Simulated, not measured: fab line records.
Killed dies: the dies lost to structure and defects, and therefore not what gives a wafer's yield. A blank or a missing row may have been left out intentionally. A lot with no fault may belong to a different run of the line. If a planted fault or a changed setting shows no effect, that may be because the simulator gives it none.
fab line records ; flow n5_finfet
[record] lots = 4; wafers = 12; last_day = 14
route steps=1938 shown STI_FIN_REVEAL@189 DUMMY_GATE@212 BEOL_M4@1111 PASSIVATION@1936
lots that met no fault: taken from a fault-free run of the same line
start_h: the number of hours between the record's first day and the start of the first shown wafer of the lot ; wait_h: hours elapsed since this lot's preceding step ; " unchanged from the row above ; L1.1+2: one row covering several wafers at once ; - no value, or no start was given ; * or withheld: withheld ; < > ~ a bound
route shown NAME@n: names a module that has steps shown in the file, with the first one's number in the route ; usual: the fault-free wafers' mean and standard deviation ; same: alike in all rows ; chamber/n: place in a boat ; sites: each site's reading ; _std_site: the standard deviation of these ; _edge_site: outer sites' mean less inner sites' ; radius_mm: how far each site lies from the wafer's centre ; mask NAME#n: copy n ; behind: the tool/chamber that last shaped the wafer ; hold: what put the lot on hold/how long, in hours/how the hold closed ; device: the n, p or np transistor that did not switch ; end of line: tests of these same wafers at the route's end ; a step with no rows: only its recipe ; killed: at the first sort, the dies lost to defects and structure; wafer yield is something else ; map: shows each die of a wafer: x if killed, . if not, _ if none is there
set.NAME: setting as actually run; set.NAME@STEP: the setting as run at that earlier step ; model.NAME: the simulator's own value behind a step, which no gauge read
lots at selected steps of the route; one table per step, one row per wafer
[[steps]]
[step N5_STI_FIN_REVEAL_DENSIFY_30]
[recipe] temp_c = *; time_s = *; ambient = N2; idle_temp_c = 600; ramp_up_c_per_s = 150; ramp_down_c_per_s = 60; cool_to_c = 600
[step N5_STI_FIN_REVEAL_ETCHBACK_08]
[recipe] chemistry = C4F6/O2; target = SiO2; target_depth_a = 305; time_s = 10.167; ion_energy_ev = 250; pressure_mtorr = 30; source_w = 345; bias_w = 185; Ar_flow_sccm = 300; C4F6_flow_sccm = 10; O2_flow_sccm = 10
[step N5_STI_FIN_REVEAL_STRIP_24]
[recipe] chemistry = N2/H2; time_s = 90; power_w = 100; temp_c = 40; pressure_mtorr = 100; rf_frequency_hz = 6e+07; bias_power_w = 3; n2_flow_sccm = 300; h2_flow_sccm = 300
[step N5_STI_FIN_REVEAL_PRECLEAN_25]
[recipe] chemistry = SPM; time_s = 90; temp_c = 120; mix = 4:1
[step N5_STI_FIN_REVEAL_PRECLEAN_26]
[recipe] chemistry = SC1; time_s = 45; temp_c = 46; mix = 1:2:100
[step N5_STI_FIN_REVEAL_PRECLEAN_29]
[recipe] chemistry = DHF; time_s = 30; temp_c = 25; dilution = 300:1
[step N5_STI_FIN_REVEAL_SRD_12]
[recipe] time_s = 30; temp_c = 23; rinse_liquid = diw; dry = ipa_marangoni
[step N5_STI_FIN_REVEAL_RECESS_09]
[recipe] chemistry = HF/NH3; target = SiO2; afs_cycles = 11; target_depth_a = 425; temp_c = 30; sublimation_temp_c = 180; sublimation_time_s = 60
[step N5_STI_FIN_REVEAL_STRIP_16]
[recipe] chemistry = H3PO4; material = SiNx; temp_c = 165; target_depth_a = 238; overetch_fraction = 0.4964; dry = ipa_marangoni
[step N5_STI_FIN_REVEAL_PRECLEAN_17]
[recipe] chemistry = NF3:NH3; afs_cycles = 1; temp_c = 30; time_s = 20; sublimation_temp_c = 180; sublimation_time_s = 60; pressure_torr = 3; rf_power_w = 30
[step N5_STI_FIN_REVEAL_ETCH_34]
[recipe] chemistry = H2; mode = isotropic; material = Si; target = Si; target_depth_a = 9.7; temp_c = 20; pressure_mtorr = 4.5; icp_w = 300; bias_w = 0; h2_flow_sccm = 7.5; he_flow_sccm = 142.5
[step N5_STI_FIN_REVEAL_OXIDATION_31]
[recipe] chemistry = O2_PLASMA_REMOTE; temp_c = 150; time_s = 20; pressure_mtorr = 1000; source_power_w = 2000; o2_flow_sccm = 3000
[usual] drypump_motor_current_A = 5.6/0.4; heater_power_w = 146/16
lot.wafer;tool;chamber;start_h;wait_h;drypump_motor_current_A;heater_power_w;rf_hours_counter_h
L521.1;plasma_asher-01;0;60.33;0.2;5.6;137;40
L521.2;plasma_asher-01;1;60.33;0.2;5.1;167;40
L521.4;plasma_asher-01;1;60.33;0.2;5.1;168;-
L523.1;plasma_asher-02;0;75.23;0.0;5.7;126;82
L523.2;plasma_asher-02;1;75.23;0.0;6.3;139;82
L523.4;plasma_asher-02;1;75.23;0.0;6.2;137;-
L524.2;plasma_asher-02;1;77.85;0.1;6.3;139;83
L524.4;plasma_asher-02;0;77.85;0.1;5.7;128;-
L524.6;plasma_asher-02;0;77.85;0.1;5.7;127;-
L526.1;plasma_asher-02;0;89.39;0.0;5.7;125;85
L526.3;plasma_asher-02;1;89.39;0.0;6.2;139;-
L526.4;plasma_asher-02;0;89.39;0.0;5.7;125;-
[step N5_STI_FIN_REVEAL_PRECLEAN_32]
[recipe] chemistry = NF3:NH3; afs_cycles = 1; temp_c = 30; time_s = 20; sublimation_temp_c = 180; sublimation_time_s = 60; pressure_torr = 3; rf_power_w = 30
[step N5_STI_FIN_REVEAL_STRIP_35]
[recipe] chemistry = H3PO4; material = Si3N4; temp_c = 165; target_depth_a = 40; time_s = 39
[step N5_STI_FIN_REVEAL_SRD_21]
[recipe] dry = ipa_marangoni; time_s = 30; temp_c = 23; rinse_liquid = diw
[step N5_STI_FIN_REVEAL_OXIDATION_33]
[recipe] chemistry = O2_PLASMA_REMOTE; temp_c = 150; time_s = 20; pressure_mtorr = 1000; source_power_w = 2000; o2_flow_sccm = 3000
[step N5_STI_FIN_REVEAL_CLEAN_19]
[recipe] chemistry = O3/DIW; temp_c = 25; time_s = 120; o3_ppm = 10
[step N5_STI_FIN_REVEAL_SRD_23]
[recipe] dry = ipa_marangoni; time_s = 30; temp_c = 23; rinse_liquid = diw
[step N5_STI_FIN_REVEAL_PRECLEAN_18]
[recipe] chemistry = SC2; time_s = 45; temp_c = 35; mix = 1:1:50
[step N5_STI_FIN_REVEAL_SRD_28]
[recipe] dry = ipa_marangoni; time_s = 30; temp_c = 23; rinse_liquid = diw
[step N5_DUMMY_GATE_PRECLEAN_00]
[recipe] chemistry = O3/DIW; time_s = 60; temp_c = 22; o3_ppm = 10
[step N5_DUMMY_GATE_SRD_01]
[recipe] time_s = 30; temp_c = 23; rinse_liquid = diw; dry = ipa_marangoni
[step N5_DUMMY_GATE_ALD_02]
[recipe] material = SiO2; target_thk_a = 20; temp_c = 300; ald_precursor_family = BDEAS; ald_co_reactant = O2-plasma; pulse_time_s = 1; pressure_torr = 2
[step N5_DUMMY_GATE_CVD_03]
[recipe] material = a-Si; target_thk_a = 1500; temp_c = 530; precursor = SiH4; time_s = 8042
[step N5_DUMMY_GATE_PRECLEAN_46]
[recipe] chemistry = DIW; time_s = 89.5; temp_c = 23
[step N5_DUMMY_GATE_SRD_47]
[recipe] dry_time_s = 32; dry = n2_spin; spin_rpm = 1500
[step N5_DUMMY_GATE_CMP_04]
[recipe] material = a-Si; post_cmp_clean = alkaline_brush
[step N5_DUMMY_GATE_HM_DEP_06]
[recipe] material = SiNx; target_thk_a = 800; precursor = DCS/NH3; temp_c = 700; pressure_mtorr = 300; time_s = 5141
[step N5_DUMMY_GATE_PECVD_30]
[recipe] material = SiO2; target_thk_a = 550; temp_c = 400; precursor = TEOS/O2; pressure_torr = 6.5; rf_w = withheld; teos_flow_sccm = withheld; gas = O2; flow_sccm = 2650; time_s = 10.8
[step N5_DUMMY_GATE_COAT_34]
[recipe] resist = SOC; temp_c = 250; time_s = 60; spin_rpm = 1500; resist_thk_nm = 60
[step N5_DUMMY_GATE_COAT_35]
[recipe] resist = SiARC; temp_c = 220; time_s = 60; spin_rpm = 1500; resist_thk_nm = 10
[step N5_DUMMY_GATE_COAT_28]
[recipe] resist = underlayer; temp_c = 205; time_s = 60; spin_rpm = 1500; resist_thk_nm = 10
[step N5_DUMMY_GATE_COAT_09]
[recipe] resist = CAR-EUV; spin_rpm = 1500; resist_thk_nm = 30
[step N5_DUMMY_GATE_EBR_11]
[recipe] solvent = PGMEA; ebr_width_mm = 1.5
[step N5_DUMMY_GATE_SOFTBAKE_10]
[recipe] temp_c = 110; time_s = 60; resist = CAR-EUV
[step N5_DUMMY_GATE_EXPOSE_12]
[recipe] mask_id = GATE; na = 0.33; source_shape = annular; sigma_inner = 0.2; sigma_outer = 0.6; polarization = unpolarized; target_cd_nm = 25; dose_mj = 34
[step N5_DUMMY_GATE_PEB_13]
[recipe] peb_temp_c = 100; peb_time_s = 60; resist = CAR-EUV
[step N5_BEOL_M4_RC_MEAS_101]
[usual] DIBL_N = 36.4/1.3; DIBL_P = 36.5/1.7; IOFF_N = 0.154/0.022; IOFF_N_85C = 3.0/0.36; IOFF_N_LIN = 0.072/0.0083; IOFF_N_LONG = 5.4e-05/2.5e-06; IOFF_P = 0.202/0.025; IOFF_P_85C = 3.5/0.35; IOFF_P_LIN = 0.095/0.0097; ION_N = 671/9.8; ION_P = 460/6.8; SS_N = 71.6/0.54; SS_P = 73.4/0.58; VT_N = 250.9/2.8; VT_N_LONG = 275.5/1.9; VT_N_LVT = 99.2/2.8; VT_P = -251.4/2.7
lot.wafer;tool;chamber;start_h;wait_h;DIBL_N[mV/V];DIBL_P[mV/V];IOFF_N[nA/um];IOFF_N_85C[nA/um];IOFF_N_LIN[nA/um];IOFF_N_LONG[nA/um];IOFF_P[nA/um];IOFF_P_85C[nA/um];IOFF_P_LIN[nA/um];ION_N[uA/um];ION_P[uA/um];SS_N[mV/dec];SS_P[mV/dec];VT_N[mV];VT_N_LONG[mV];VT_N_LVT[mV];VT_P[mV]
L521.1;prober-02;0;177.79;0.0;37.4;36.4;0.146;2.8;0.066;5.34e-05;0.175;3.1;0.082;659;448;71.6;73.0;250.6;276.5;100.1;-255.2
L521.2;prober-02;0;177.79;0.0;38.3;38.3;0.163;3.1;0.071;5.3e-05;0.193;3.3;0.089;662;447;71.6;73.2;253.5;274.2;97.8;-253.6
L521.4;prober-02;0;177.79;0.0;37.6;37.2;0.156;3.0;0.071;5.28e-05;0.190;3.2;0.089;678;459;70.8;73.3;251.2;275.3;99.2;-256.1
L523.1;prober-02;0;204.81;0.0;37.7;37.5;0.182;3.5;0.083;5.76e-05;0.241;4.0;0.108;695;472;71.4;73.5;246.7;272.3;94.0;-248.3
L523.2;prober-02;0;204.81;0.0;35.8;35.2;0.151;2.9;0.069;5.87e-05;0.192;3.3;0.092;668;463;70.9;73.4;249.6;272.5;95.8;-249.4
L523.4;prober-02;0;204.81;0.0;37.0;36.3;0.168;3.3;0.078;5.87e-05;0.210;3.6;0.098;681;465;70.9;73.1;247.7;273.5;95.3;-249.3
L524.2;prober-02;0;220.21;0.2;35.4;34.7;0.159;3.1;0.072;5.63e-05;0.178;3.2;0.087;672;452;71.6;72.9;248.4;275.3;96.6;-255.8
L524.4;prober-02;0;220.21;0.2;33.8;32.9;0.127;2.6;0.060;5.5e-05;0.165;3.0;0.083;652;446;70.9;73.0;254.4;275.1;100.4;-255.9
L524.6;prober-02;0;220.21;0.2;39.6;40.7;0.267;4.7;0.118;6.19e-05;0.285;4.7;0.132;694;467;72.6;74.7;242.2;267.9;89.6;-249.7
L526.1;prober-01;0;224.24;0.0;37.1;38.2;0.170;3.3;0.078;5.65e-05;0.210;3.7;0.098;677;459;72.1;73.5;248.3;276.3;96.5;-252.3
L526.3;prober-01;0;224.24;0.0;39.6;41.8;0.240;4.4;0.107;6.23e-05;0.279;4.7;0.128;686;464;73.1;73.9;245.1;270.9;91.9;-248.6
L526.4;prober-01;0;224.24;0.0;35.2;36.1;0.137;2.7;0.066;5.65e-05;0.183;3.3;0.089;666;459;71.1;72.8;250.0;273.2;100.0;-251.6
[step N5_PASSIVATION_PROBE_49]
[usual] defect_limited_yield = 91.1/1.3; killed_at_M0_to_M3 = 34/10; killed_at_M4_up = 14/5.7; killed_at_contacts = 12/5.9; killed_at_front_end = 41/12; killed_at_other = 4/3.1; killed_dies = 105/15; killed_open = 69/11; killed_short = 35/7.8; sort_bin_4_leakage = 0/0; sort_bin_5_function = 5.3/0.81; sort_bin_6_memory = 3.3/0.75; sort_n_pass = 1075/15; sort_yield_pct = 91.1/1.3
[same] gross_dies = 1180; killed_at_back_side = 0; sort_bin_8_speed[%] = 0
lot.wafer;tool;chamber;start_h;wait_h;defect_limited_yield[%];killed_at_M0_to_M3;killed_at_M4_up;killed_at_contacts;killed_at_front_end;killed_at_other;killed_dies;killed_open;killed_short;sort_bin_4_leakage[%];sort_bin_5_function[%];sort_bin_6_memory[%];sort_n_pass;sort_yield_pct[%]
L521.1;prober-01;-;279.32;0.0;90.8;25;14;16;52;2;109;69;36;0;5.0;3.9;1071;90.8
L521.2;prober-01;-;279.37;0.1;92.5;18;14;20;36;0;88;65;20;0;4.7;2.7;1092;92.5
L521.4;prober-01;-;279.47;0.2;92.3;23;18;14;36;0;91;57;32;0;4.2;2.8;1089;92.3
L523.1;prober-01;-;316.64;0.0;92.3;22;26;8;30;5;91;55;33;0;5.0;2.5;1089;92.3
L523.2;prober-01;-;316.69;0.1;91.2;28;31;7;37;1;104;69;32;0;5.3;2.9;1076;91.2
L523.4;prober-01;-;316.79;0.2;91.7;44;16;6;31;1;98;64;32;0;4.6;3.6;1082;91.7
L526.1;prober-01;-;324.50;0.0;91.4;34;16;9;40;2;101;61;35;0;5.1;3.3;1079;91.4
L526.3;prober-01;-;324.60;0.1;91.9;27;16;18;29;6;96;69;18;0;4.8;2.8;1084;91.9
L526.4;prober-01;-;324.65;0.2;93.6;27;11;0;34;3;75;44;24;0;3.9;2.0;1105;93.6
L524.2;prober-01;-;336.55;0.1;90.5;29;18;24;38;3;112;82;30;0;5.9;3.2;1068;90.5
L524.4;prober-01;-;336.65;0.2;90.0;38;14;11;55;0;118;68;50;0;5.9;3.7;1062;90.0
L524.6;prober-01;-;336.75;0.3;90.8;44;14;23;28;0;109;76;33;0.08;4.8;4.2;1070;90.7
// killed by level:class
L521.1 MOL_CONTACT_COAG:geometric_particle:open=13 GATE_CUT:geometric_particle:short=11 FIN_SAQP:geometric_particle:open=8 BEOL_M4:geometric_particle:open=8 STI_FIN_REVEAL:geometric_particle:open=7 BEOL_M1:geometric_particle:open=6 BEOL_M0_SAQP:geometric_particle:short=5 DUMMY_GATE:geometric_particle:open=4
L521.2 MOL_CONTACT_COAG:geometric_particle:open=17 STI_FIN_REVEAL:geometric_particle:open=7 BEOL_M4:geometric_particle:open=6 GATE_CUT:geometric_particle:open=5 BEOL_M0:geometric_particle:open=5 BEOL_M2:geometric_particle:open=5 FIN_SAQP:geometric_particle:open=4 GATE_CUT:geometric_particle:short=4
L521.4 MOL_CONTACT_COAG:geometric_particle:open=12 GATE_CUT:geometric_particle:open=6 BEOL_M4:geometric_particle:open=6 BEOL_M1:geometric_particle:open=5 STI_FIN_REVEAL:geometric_particle:short=4 STI_FIN_REVEAL:geometric_particle:open=4 STARTING-WAFER:geometric_particle:short=4 BEOL_M5:geometric_particle:open=4
L523.1 BEOL_M4:geometric_particle:open=12 STI_FIN_REVEAL:geometric_particle:open=10 GATE_CUT:geometric_particle:short=5 MOL_CONTACT_COAG:geometric_particle:open=5 BEOL_M3:geometric_particle:open=5 BEOL_M5:geometric_particle:open=5 BEOL_M0_SAQP:geometric_particle:short=4 BEOL_M0_SAQP:geometric_particle:open=4
L523.2 BEOL_M4:geometric_particle:open=19 FIN_SAQP:geometric_particle:open=7 DUMMY_GATE:geometric_particle:open=6 GATE_CUT:geometric_particle:short=6 STI_FIN_REVEAL:geometric_particle:open=5 MOL_CONTACT_COAG:geometric_particle:open=5 BEOL_M0_SAQP:geometric_particle:short=5 BEOL_M1:geometric_particle:open=5
L523.4 BEOL_M0_SAQP:geometric_particle:short=11 BEOL_M2:geometric_particle:open=10 BEOL_M0_SAQP:geometric_particle:open=8 BEOL_M4:geometric_particle:open=8 STI_FIN_REVEAL:geometric_particle:open=7 FIN_SAQP:geometric_particle:open=6 MOL_CONTACT_COAG:geometric_particle:open=6 FIN_SAQP:geometric_particle:short=5
L526.1 BEOL_M0_SAQP:geometric_particle:open=15 STI_FIN_REVEAL:geometric_particle:open=10 BEOL_M0_SAQP:geometric_particle:short=10 MOL_CONTACT_COAG:geometric_particle:open=7 FIN_SAQP:geometric_particle:open=6 FIN_SAQP:geometric_particle:short=6 BEOL_M4:geometric_particle:open=5 GATE_CUT:geometric_particle:short=4
L526.3 MOL_CONTACT_COAG:geometric_particle:open=15 STI_FIN_REVEAL:geometric_particle:open=7 BEOL_M3:geometric_particle:open=6 STARTING-WAFER:geometric_particle:open=5 BEOL_M0_SAQP:geometric_particle:short=4 BEOL_M2:geometric_particle:open=4 HKMG_FIN:area_etch=4 MOL_CONTACT_COAG:geometric_particle:short=3
L526.4 BEOL_M0_SAQP:geometric_particle:open=9 STI_FIN_REVEAL:geometric_particle:open=7 BEOL_M0_SAQP:geometric_particle:short=7 FIN_SAQP:geometric_particle:open=5 FIN_SAQP:geometric_particle:short=5 DUMMY_GATE:geometric_particle:open=5 BEOL_M2:geometric_particle:open=3 BEOL_M5:geometric_particle:open=3
L524.2 MOL_CONTACT_COAG:geometric_particle:open=21 FIN_SAQP:geometric_particle:open=11 BEOL_M3:geometric_particle:open=11 BEOL_M4:geometric_particle:open=10 BEOL_M0_SAQP:geometric_particle:open=7 FIN_SAQP:geometric_particle:short=6 DUMMY_GATE:geometric_particle:open=6 STI_FIN_REVEAL:geometric_particle:open=4
L524.4 FIN_SAQP:geometric_particle:short=18 STI_FIN_REVEAL:geometric_particle:open=10 FIN_SAQP:geometric_particle:open=9 DUMMY_GATE:geometric_particle:open=7 MOL_CONTACT_COAG:geometric_particle:open=7 BEOL_M2:geometric_particle:open=7 BEOL_M4:geometric_particle:open=7 BEOL_M0_SAQP:geometric_particle:short=6
L524.6 MOL_CONTACT_COAG:geometric_particle:open=23 BEOL_M0_SAQP:geometric_particle:short=10 BEOL_M0_SAQP:geometric_particle:open=9 STI_FIN_REVEAL:geometric_particle:open=7 BEOL_M3:geometric_particle:open=7 BEOL_M1:geometric_particle:open=5 BEOL_M2:geometric_particle:open=5 BEOL_M4:geometric_particle:open=5
[[key]]
[first_sign] step = N5_BEOL_M4_RC_MEAS_101; reading = IOFF_N_LIN; direction = up; sigmas = 4.9; usual = 0.072; struck = 0.112
[effect] step = N5_BEOL_M4_RC_MEAS_101; reading = IOFF_N; direction = up; sigmas = 4.5; usual = 0.154; struck = 0.254
[effect] step = N5_BEOL_M4_RC_MEAS_101; reading = IOFF_N_85C; direction = up; sigmas = 4.3; usual = 3.0; struck = 4.6
[effect] step = N5_BEOL_M4_RC_MEAS_101; reading = IOFF_P_LIN; direction = up; sigmas = 3.6; usual = 0.095; struck = 0.130
[effect] step = N5_BEOL_M4_RC_MEAS_101; reading = IOFF_P_85C; direction = up; sigmas = 3.4; usual = 3.5; struck = 4.7
[effect] step = N5_BEOL_M4_RC_MEAS_101; reading = IOFF_N_LONG; direction = up; sigmas = 3.3; usual = 5.4e-05; struck = 6.21e-05
[effect] step = N5_BEOL_M4_RC_MEAS_101; reading = VT_N_LONG; direction = down; sigmas = 3.2; usual = 275.5; struck = 269.4
[effect] step = N5_BEOL_M4_RC_MEAS_101; reading = IOFF_P; direction = up; sigmas = 3.2; usual = 0.202; struck = 0.282
[effect] step = N5_BEOL_M4_RC_MEAS_101; reading = VT_N_LVT; direction = down; sigmas = 3; usual = 99.2; struck = 90.8
[effect] step = N5_BEOL_M4_RC_MEAS_101; reading = DIBL_P; direction = up; sigmas = 2.8; usual = 36.5; struck = 41.2
[effect] step = N5_BEOL_M4_RC_MEAS_101; reading = VT_N; direction = down; sigmas = 2.6; usual = 250.9; struck = 243.6
met_at N5_STI_FIN_REVEAL_OXIDATION_31
struck_wafers L524.6,L526.3
onset_between 75.23 77.85
[fault] kind = process_parameter_drift; tool = plasma_asher-02; chamber = -; onset_h = 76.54; steps = N5_STI_FIN_REVEAL_OXIDATION_31; channel = time_s; offset = *; shape = step; end_h = 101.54; scope = struck_wafers_only; acts_in = *; stated = *
